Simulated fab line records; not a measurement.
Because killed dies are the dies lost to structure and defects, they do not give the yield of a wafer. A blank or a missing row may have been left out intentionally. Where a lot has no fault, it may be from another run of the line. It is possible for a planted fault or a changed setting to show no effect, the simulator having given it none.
Chamber matching -- flow n5 finfet -- N5_MOL_CONTACT_COAG_CMP_52 on cmp-02: 4 sister chambers
The step polishes, stops on SiO2, t overpolish 1.5 s, target thk 66.5 nm. 4 wafers are shown with their chamber, then 11 later ones without.

WAFERS WITH THEIR CHAMBER
wafer,chamber,motor current A (A)
L090.3,3,11.4
L091.3,1,13.8
L091.5,2,11.3
L092.1,0,11.5

WAFERS MISSING THEIR CHAMBER
wafer,motor current A (A)
L092.2,11.0
L092.6,12.6
L094.2,13.6
L094.3,11.4
L094.4,11.2
L094.1,12.2
L094.5,12.4
L094.6,11.3
L095.2,12.8
L095.3,10.8
L095.5,10.8

CHAMBER TAKEN BY EACH
wafer,from the rows above,in truth
L092.2,can't be placed: 2 or 3 or 0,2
L092.6,can't be placed: 0 or 3 or 1 or 2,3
L094.2,1,1
L094.3,can't be placed: 3 or 0 or 2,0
L094.4,can't be placed: 2 or 3 or 0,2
L094.1,can't be placed: 0 or 3 or 2 or 1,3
L094.5,can't be placed: 0 or 3 or 2 or 1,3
L094.6,can't be placed: 2 or 3 or 0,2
L095.2,can't be placed: 1 or 0 or 3 or 2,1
L095.3,can't be placed: 2 or 3 or 0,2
L095.5,can't be placed: 2 or 3 or 0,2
Correctly placed: 1 of 11. Cannot be placed on the basis of these rows: 10; the candidates contain the true chamber in 10. 0 placed wrongly.
How it was worked out, from the rows above alone: a wafer's distance from a chamber is the root of the sum, over the readings, of the square of ((its reading less the chamber's mean) divided by the reading's scatter). If the next closest chamber is less than 2 further off than the closest, the wafer can't be placed; otherwise it belongs to the closest. Each chamber's mean is taken over the wafers shown for it. The scatter: root of mean squared gap, hidden wafer to nearest shown wafer, with one shown wafer a chamber.
